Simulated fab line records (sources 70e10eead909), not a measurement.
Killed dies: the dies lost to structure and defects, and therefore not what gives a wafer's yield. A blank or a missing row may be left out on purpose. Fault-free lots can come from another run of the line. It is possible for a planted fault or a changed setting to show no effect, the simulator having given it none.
fab line records ; flow nand-harc ; part 2 of 2: steps 5 to 6 of 6
record: lots: 24; wafers: 72; last-day: 24
route steps=1159 shown A_STAIRCASE@530
lots untouched by any fault: they come from a run of this same line in which no faults occurred
start-h: the number of hours between the record's first day and the start of the first shown wafer of the lot ; wait-h: how many hours have passed since the lot's step before this one ; " repeats the value in the row above ; L1.1+2: a row that stands for several wafers ; - no value, or no start given ; * or withheld: withheld ; < > ~ a bound
route shown NAME@n: names a module that has steps shown in the file, with the first one's number in the route ; usual: mean/standard deviation taken from wafers without a fault ; same: alike in all rows ; chamber/n: place in a boat ; sites: readings site by site ; _std_site: how widely they spread, as a standard deviation ; _edge_site: mean of outer sites minus mean of inner sites ; radius-mm: how far each site lies from the wafer's centre ; mask NAME#n: copy n ; behind: the last tool/chamber to shape the wafer ; hold: cause of the lot's hold/its duration in hours/its outcome ; device: the n, p or np transistor that did not switch ; end of line: tests run on the same wafers once the route is complete ; a step with no rows: only its recipe ; killed: dies that structure and defects cost at the first sort, which is not the same as the wafer's yield ; map: a wafer's dies, x killed, . not, _ none there
set.NAME: setting as actually run; set.NAME@STEP: the setting as run at that earlier step ; model.NAME: the simulator's own value behind a step, which no gauge read
one table for each step of the route and one row for each wafer, over a sample of lots
services: a tool's chamber out of use, with start hour (start-h, from the record's first day; less than 0 if before it), hours out, and reason
== steps ==
step: NHARC_A_STAIRCASE_TRIM_196
recipe: time-s: 211.2; o2-flow-sccm: 500; ar-flow-sccm: 0; bias-w: 0; chemistry: O2
usual: drypump-motor-current-A: 5.6/0.39; oes-product-au: 0.998/0.01; rf-vpp-V: 57.6/0.97; showerhead-plenum-p-Torr: 3.50/0.17; throttle-valve-pct: 17.036/0.0094
lot.wafer;tool;chamber;start-h;wait-h;drypump-motor-current-A;oes-product-au;rf-hours-counter-h;rf-vpp-V;showerhead-plenum-p-Torr;throttle-valve-pct
L075.3;rie-diel-03;1;254.01;0.1;6.3;1.004;11;58.4;3.62;17.026
L075.2;rie-diel-03;2;254.01;0.1;4.7;0.995;10;58.2;3.65;17.044
L075.5;rie-diel-03;1;254.01;0.1;6.3;1.009;-;58.1;3.62;17.057
L076.3;rie-diel-13;1;254.32;0.1;5.4;1.013;45;59.1;3.58;17.032
L076.2;rie-diel-13;3;254.32;0.1;5.8;1.017;52;57.6;3.29;17.045
L076.6;rie-diel-13;0;254.32;0.1;5.3;1.016;-;58.8;3.65;17.034
L077.3;rie-diel-13;0;258.30;0.1;5.3;0.990;54;56.3;3.64;17.025
L077.2;rie-diel-13;2;258.30;0.1;5.5;1.001;51;57.8;3.31;17.036
L077.5;rie-diel-13;3;258.30;0.1;5.8;1.005;-;56.5;3.29;17.038
L074.2;rie-diel-06;0;258.30;0.1;5.7;0.995;4;58.3;3.36;17.037
L074.4;rie-diel-06;3;258.30;0.1;6.1;0.997;3;56.1;3.36;17.042
L074.6;rie-diel-06;1;258.30;0.1;5.0;1.003;-;57.3;3.44;17.035
L078.3;rie-diel-06;3;262.40;0.1;6.1;0.994;4;56.3;3.35;17.034
L078.2;rie-diel-06;1;262.40;0.1;5.0;0.994;5;56.6;3.44;17.047
L078.5;rie-diel-06;3;262.40;0.1;6.1;0.997;-;57.5;3.35;17.043
L080.2;rie-diel-03;3;264.06;0.1;5.5;0.992;14;57.3;3.80;17.030
L080.5;rie-diel-03;3;264.06;0.1;5.5;0.990;-;58.9;3.80;17.033
L080.6;rie-diel-03;0;264.06;0.1;5.5;0.986;-;57.9;3.48;17.035
L079.3;rie-diel-13;2;264.44;0.1;5.5;0.995;54;57.0;3.31;17.038
L079.4;rie-diel-13;0;264.44;0.1;5.4;0.990;57;57.4;3.64;17.028
L079.5;rie-diel-13;1;264.44;0.1;5.4;0.998;-;58.8;3.57;17.029
L081.4;rie-diel-06;0;277.14;0.1;5.7;0.987;14;57.7;3.36;17.021
L081.2;rie-diel-06;1;277.14;0.1;5.0;0.999;13;55.9;3.43;17.052
L081.6;rie-diel-06;1;277.14;0.1;5.0;0.998;-;57.4;3.43;17.033
L082.3;rie-diel-03;3;277.45;0.1;5.5;0.995;20;58.9;3.80;17.036
L082.2;rie-diel-03;0;277.45;0.1;5.5;0.999;21;57.7;3.48;17.052
L082.6;rie-diel-03;3;277.45;0.1;5.5;0.993;-;57.4;3.80;17.035
L083.3;rie-diel-06;0;297.88;0.1;5.7;0.978;21;56.1;3.36;17.021
L083.2;rie-diel-06;1;297.88;0.1;5.0;0.994;20;57.3;3.43;17.043
L083.1;rie-diel-06;2;297.88;0.1;5.6;1.009;18;58.1;3.80;17.037
L085.4;rie-diel-03;0;304.99;0.1;5.5;0.998;30;57.6;3.47;17.027
L085.2;rie-diel-03;1;304.99;0.1;6.3;1.019;31;57.8;3.60;17.047
L085.3;rie-diel-03;2;304.99;0.1;4.7;1.006;31;59.4;3.64;17.019
L084.3;rie-diel-13;2;308.16;0.1;5.5;1.000;4;57.7;3.30;17.043
L084.4;rie-diel-13;3;308.16;0.1;5.8;1.009;6;59.2;3.80;17.041
L084.5;rie-diel-13;2;308.16;0.1;5.5;0.996;-;55.6;3.30;17.038
L086.1;rie-diel-06;0;314.66;0.1;5.7;0.995;27;57.3;3.35;17.041
L086.3;rie-diel-06;2;314.66;0.1;5.6;0.994;24;58.0;3.79;17.046
L086.4;rie-diel-06;3;314.66;0.1;6.1;0.988;21;56.7;3.35;17.035
L087.3;rie-diel-03;3;314.68;0.1;5.5;0.986;34;58.5;3.79;17.042
L087.1;rie-diel-03;1;314.68;0.1;6.3;1.010;36;58.2;3.60;17.034
L087.6;rie-diel-03;0;314.68;0.1;5.5;0.991;-;58.4;3.47;17.046
L088.2;rie-diel-06;3;318.99;0.1;6.1;0.996;23;57.6;3.34;17.042
L088.5;rie-diel-06;3;318.99;0.1;6.1;0.982;-;56.1;3.34;17.053
L088.6;rie-diel-06;0;318.99;0.1;5.7;0.983;-;57.9;3.35;17.030
L089.1;rie-diel-06;2;334.66;0.1;5.6;1.006;32;58.7;3.79;17.025
L089.2;rie-diel-06;3;334.66;0.1;6.1;1.000;31;57.4;3.34;17.031
L089.6;rie-diel-06;1;334.66;0.1;5.0;1.010;-;57.0;3.42;17.026
L090.2;rie-diel-06;2;335.82;0.1;5.6;0.992;33;59.7;3.79;17.040
L090.5;rie-diel-06;3;335.82;0.1;6.1;0.999;-;58.0;3.34;17.016
L090.6;rie-diel-06;0;335.82;0.1;5.7;0.994;-;56.0;3.35;17.038
L091.2;rie-diel-03;0;346.29;0.1;5.5;0.986;46;58.4;3.47;17.033
L091.3;rie-diel-03;2;346.29;0.1;4.7;0.994;47;57.7;3.63;17.042
L091.6;rie-diel-03;0;346.29;0.1;5.5;0.980;-;57.9;3.47;17.031
L092.3;rie-diel-13;1;346.77;0.1;5.4;1.002;19;56.8;3.56;17.033
L092.2;rie-diel-13;2;346.77;0.1;5.5;1.005;16;57.6;3.30;17.048
L092.6;rie-diel-13;2;346.77;0.1;5.5;1.001;-;56.9;3.30;17.030
L093.3;rie-diel-13;1;354.28;0.1;5.4;0.998;21;57.5;3.56;17.040
L093.2;rie-diel-13;2;354.28;0.1;5.5;1.000;19;58.0;3.30;17.033
L093.5;rie-diel-13;2;354.28;0.1;5.5;0.996;-;56.9;3.30;17.033
L094.3;rie-diel-06;3;354.93;0.1;6.1;0.997;40;58.5;3.34;17.044
L094.4;rie-diel-06;0;354.93;0.1;5.7;0.983;44;56.7;3.34;17.044
L094.5;rie-diel-06;3;354.93;0.1;6.1;1.008;-;55.9;3.34;17.041
L096.3;rie-diel-06;2;369.14;0.1;5.5;1.010;47;56.9;3.78;17.040
L096.5;rie-diel-06;3;369.14;0.1;6.1;1.010;-;57.4;3.33;17.037
L096.6;rie-diel-06;0;369.14;0.1;5.6;0.995;-;57.2;3.34;17.031
L095.1;rie-diel-06;1;373.77;0.1;5.0;1.008;47;56.8;3.42;17.034
L095.2;rie-diel-06;3;373.77;0.1;6.1;0.997;46;56.8;3.33;17.024
L095.4;rie-diel-06;0;373.77;0.1;5.7;0.988;49;56.9;3.34;17.027
L097.2;rie-diel-06;1;383.79;0.1;5.0;1.002;51;58.1;3.41;17.029
L097.6;rie-diel-06;0;383.79;0.1;5.7;0.987;-;56.8;3.34;17.043
L097.5;rie-diel-06;1;383.79;0.1;5.0;1.003;-;58.5;3.41;17.039
step: NHARC_A_STAIRCASE_STRIP_238
recipe: power-w: 1500; temp-c: 250; chemistry: O2
usual: drypump-motor-current-A: 5.7/0.33; heater-power-w: 354/30
lot.wafer;tool;chamber;start-h;wait-h;drypump-motor-current-A;heater-power-w;rf-hours-counter-h
L075.2;plasma-asher-02;0;259.36;0.1;6.0;394;23
L075.3;plasma-asher-02;0;259.36;0.1;6.0;386;-
L075.5;plasma-asher-02;1;259.36;0.1;5.3;338;-
L076.2;plasma-asher-01;0;261.09;0.1;6.0;316;51
L076.3;plasma-asher-01;0;261.09;0.1;6.0;321;-
L076.6;plasma-asher-01;1;261.09;0.1;5.4;322;-
L077.2;plasma-asher-02;0;263.49;0.1;6.0;393;24
L077.3;plasma-asher-02;1;263.49;0.1;5.3;332;-
L077.5;plasma-asher-02;1;263.49;0.1;5.3;337;-
L074.2;plasma-asher-02;1;264.10;0.4;5.3;329;25
L074.4;plasma-asher-02;0;264.10;0.4;6.0;405;-
L074.6;plasma-asher-02;1;264.10;0.4;5.3;330;-
L078.2;plasma-asher-02;0;269.70;0.1;6.0;403;27
L078.3;plasma-asher-02;1;269.70;0.1;5.3;334;-
L078.5;plasma-asher-02;0;269.70;0.1;6.0;407;-
L079.4;plasma-asher-02;1;272.00;0.2;5.3;332;-
L079.3;plasma-asher-02;0;272.00;0.2;6.0;404;-
L079.5;plasma-asher-02;1;272.00;0.2;5.3;336;-
L080.2;plasma-asher-01;0;272.20;0.1;6.1;318;56
L080.6;plasma-asher-01;0;272.20;0.1;6.0;319;-
L080.5;plasma-asher-01;1;272.20;0.1;5.4;336;-
L082.2;plasma-asher-02;0;283.18;0.1;6.0;405;31
L082.3;plasma-asher-02;1;283.18;0.1;5.3;334;-
L082.6;plasma-asher-02;1;283.18;0.1;5.3;330;-
L081.2;plasma-asher-02;1;283.94;0.3;5.3;331;32
L081.4;plasma-asher-02;0;283.94;0.3;6.0;402;-
L081.6;plasma-asher-02;0;283.94;0.3;6.0;395;-
L083.1;plasma-asher-01;0;303.39;0.1;6.1;336;4
L083.2;plasma-asher-01;1;303.39;0.1;5.4;340;4
L083.3;plasma-asher-01;1;303.39;0.1;5.4;343;-
L085.2;plasma-asher-02;1;310.32;0.1;5.3;334;40
L085.4;plasma-asher-02;0;310.32;0.1;6.0;401;-
L085.3;plasma-asher-02;1;310.32;0.1;5.3;335;-
L084.4;plasma-asher-02;1;314.60;0.2;5.3;338;-
L084.3;plasma-asher-02;0;314.60;0.2;6.0;403;-
L084.5;plasma-asher-02;0;314.60;0.2;6.0;392;-
L086.1;plasma-asher-01;0;319.91;0.1;6.0;346;11
L086.4;plasma-asher-01;1;319.91;0.1;5.4;349;-
L086.3;plasma-asher-01;0;319.91;0.1;6.1;341;-
L087.1;plasma-asher-02;1;320.01;0.1;5.3;329;43
L087.3;plasma-asher-02;0;320.01;0.1;6.0;410;-
L087.6;plasma-asher-02;1;320.01;0.1;5.3;330;-
L088.2;plasma-asher-01;0;324.85;0.1;6.1;333;13
L088.5;plasma-asher-01;1;324.85;0.1;5.4;343;-
L088.6;plasma-asher-01;0;324.85;0.1;6.0;333;-
L089.2;plasma-asher-02;1;339.69;0.1;5.3;333;48
L089.1;plasma-asher-02;0;339.69;0.1;6.0;397;48
L089.6;plasma-asher-02;1;339.69;0.1;5.3;340;-
L090.2;plasma-asher-02;1;340.73;0.1;5.3;331;49
L090.6;plasma-asher-02;0;340.73;0.1;6.0;397;-
L090.5;plasma-asher-02;1;340.73;0.1;5.3;323;-
L092.2;plasma-asher-01;1;352.03;0.1;5.4;349;21
L092.3;plasma-asher-01;0;352.03;0.1;6.0;336;-
L092.6;plasma-asher-01;1;352.03;0.1;5.4;343;-
L091.2;plasma-asher-02;1;352.15;0.1;5.3;340;53
L091.3;plasma-asher-02;1;352.15;0.1;5.3;333;-
L091.6;plasma-asher-02;0;352.15;0.1;6.0;395;-
L093.2;plasma-asher-02;1;359.21;0.1;5.3;337;54
L093.3;plasma-asher-02;1;359.21;0.1;5.3;331;-
L093.5;plasma-asher-02;1;359.21;0.1;5.3;334;-
L094.3;plasma-asher-02;1;360.27;0.2;5.3;334;-
L094.4;plasma-asher-02;0;360.27;0.2;6.0;399;-
L094.5;plasma-asher-02;0;360.27;0.2;6.0;392;-
L096.3;plasma-asher-01;1;374.06;0.2;5.4;347;-
L096.5;plasma-asher-01;1;374.06;0.2;5.5;352;-
L096.6;plasma-asher-01;0;374.06;0.2;6.1;343;-
L095.2;plasma-asher-01;0;378.74;0.1;6.0;339;33
L095.1;plasma-asher-01;1;378.74;0.1;5.5;343;33
L095.4;plasma-asher-01;1;378.74;0.1;5.5;340;-
L097.2;plasma-asher-01;0;388.57;0.1;6.0;330;37
L097.5;plasma-asher-01;1;388.57;0.1;5.4;348;-
L097.6;plasma-asher-01;0;388.57;0.1;6.0;338;-
== services ==
tool;chamber;start-h;hours;kind
rie-diel-03;0;224.83;-;clean
rie-diel-03;0;224.83;-;consumable-replace:focus-ring
rie-diel-03;1;224.83;-;clean
rie-diel-03;2;224.83;-;clean
rie-diel-03;3;224.83;-;clean
rie-diel-03;3;224.83;-;consumable-replace:showerhead
rie-diel-06;-;241.51;9.0;pm
rie-diel-03;0;249.33;-;clean
rie-diel-03;1;249.33;-;clean
rie-diel-03;2;249.33;-;clean
rie-diel-03;3;249.33;-;clean
rie-diel-06;3;263.77;7.5;repair
rie-diel-13;-;270.66;0.1;repair
rie-diel-03;0;273.83;-;clean
rie-diel-03;1;273.83;-;clean
plasma-asher-01;-;276.23;9.0;pm
rie-diel-06;2;288.44;2.8;repair
rie-diel-13;2;288.70;9.7;repair
rie-diel-13;2;316.71;5.8;repair
rie-diel-13;-;339.31;0.8;repair
plasma-asher-02;-;360.76;9.0;pm
rie-diel-03;1;370.70;3.7;repair
rie-diel-03;2;373.90;5.3;repair
plasma-asher-01;-;379.44;0.9;repair
